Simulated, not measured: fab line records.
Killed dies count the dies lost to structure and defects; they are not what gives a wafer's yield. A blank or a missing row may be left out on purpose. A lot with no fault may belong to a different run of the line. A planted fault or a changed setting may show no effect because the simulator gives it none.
Chamber matching | flow n5_finfet | cmp-02 running N5_GATE_CUT_CMP_61: 4 sister chambers
The step polishes, stops on SiNx, t overpolish 3 s. 8 wafers are shown with their chamber, then 9 later ones without.

WAFERS, EACH WITH ITS CHAMBER
wafer  | chamber | motor_current_A (A)
L076.4 | 1       | 13.6
L077.4 | 1       | 12.9
L087.1 | 0       | 11.8
L087.2 | 3       | 15.2
L087.5 | 0       | 11.4
L090.3 | 3       | 14.9
L090.4 | 2       | 13.0
L090.5 | 2       | 13.6

WAFERS WHOSE CHAMBER IS MISSING
wafer  | motor_current_A (A)
L091.1 | 14.3
L091.2 | 12.9
L091.6 | 12.9
L094.1 | 11.3
L094.2 | 14.8
L094.5 | 13.7
L097.2 | 11.5
L097.3 | 13.7
L097.6 | 14.2

THE CHAMBER EACH PASSED THROUGH
wafer  | from the rows above          | in truth
L091.1 | can't be placed: 3 or 2 or 1 | 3
L091.2 | can't be placed: 1 or 2      | 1
L091.6 | can't be placed: 1 or 2      | 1
L094.1 | 0                            | 0
L094.2 | 3                            | 3
L094.5 | can't be placed: 2 or 1      | 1
L097.2 | 0                            | 0
L097.3 | can't be placed: 2 or 1      | 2
L097.6 | can't be placed: 3 or 2 or 1 | 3
3 of 9 placed correctly. Can't be placed from these rows: 6 (the true chamber is among the candidates in 6). Wrongly placed: 0.
How it was worked out, from the rows above alone: a wafer's distance from a chamber is the root of the sum, over the readings, of the square of ((its reading less the chamber's mean) divided by the reading's scatter). If the next closest chamber is less than 2 further off than the closest, the wafer can't be placed; otherwise it belongs to the closest. A chamber's mean is the mean of its shown wafers. The scatter: take each reading less its chamber's mean, square it, sum over the shown wafers, divide by the number of wafers less the number of chambers, and take the root.
